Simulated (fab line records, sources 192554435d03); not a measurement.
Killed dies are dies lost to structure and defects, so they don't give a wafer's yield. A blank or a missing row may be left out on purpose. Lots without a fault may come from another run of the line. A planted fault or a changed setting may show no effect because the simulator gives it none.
Chamber matching | flow n5_finfet | N5_ZERO_LAYER_DESCUM_16 on rie_diel-01: 4 sister chambers
The step chemistry O2, time 7.9 s. 4 wafers are shown with their chamber, then 9 later ones without.

WAFERS WITH THEIR CHAMBER
wafer  | chamber | drypump_motor_current_A (A)
L085.2 | 1       | 6.17
L086.2 | 0       | 5.65
L086.5 | 2       | 5.60
L086.6 | 3       | 5.55

WAFERS WITHOUT THEIR CHAMBER
wafer  | drypump_motor_current_A (A)
L090.1 | 5.63
L090.4 | 5.64
L090.6 | 5.68
L095.1 | 5.62
L095.4 | 5.66
L095.5 | 5.63
L096.1 | 5.62
L096.2 | 6.20
L096.4 | 5.56

WHICH CHAMBER EACH WENT THROUGH
wafer  | from the rows above     | in truth
L090.1 | can't be placed: 0 or 2 | 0
L090.4 | can't be placed: 0 or 2 | 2
L090.6 | 0                       | 0
L095.1 | can't be placed: 2 or 0 | 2
L095.4 | 0                       | 0
L095.5 | can't be placed: 0 or 2 | 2
L096.1 | can't be placed: 2 or 0 | 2
L096.2 | 1                       | 1
L096.4 | can't be placed: 3 or 2 | 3
Placed correctly: 3 of 9. Can't be placed from these rows: 6 (the true chamber is among the candidates in 6). Placed wrongly: 0.
How it was worked out, from the rows above alone: a wafer's distance from a chamber is the root of the sum, over the readings, of the square of ((its reading less the chamber's mean) divided by the reading's scatter). The wafer belongs to the nearest chamber; if the next one is less than 2 further off, it can't be placed. A chamber's mean is the mean of its shown wafers. The scatter: with one shown wafer a chamber, the root of the mean of the squares of how far each hidden wafer lies from its nearest shown one.
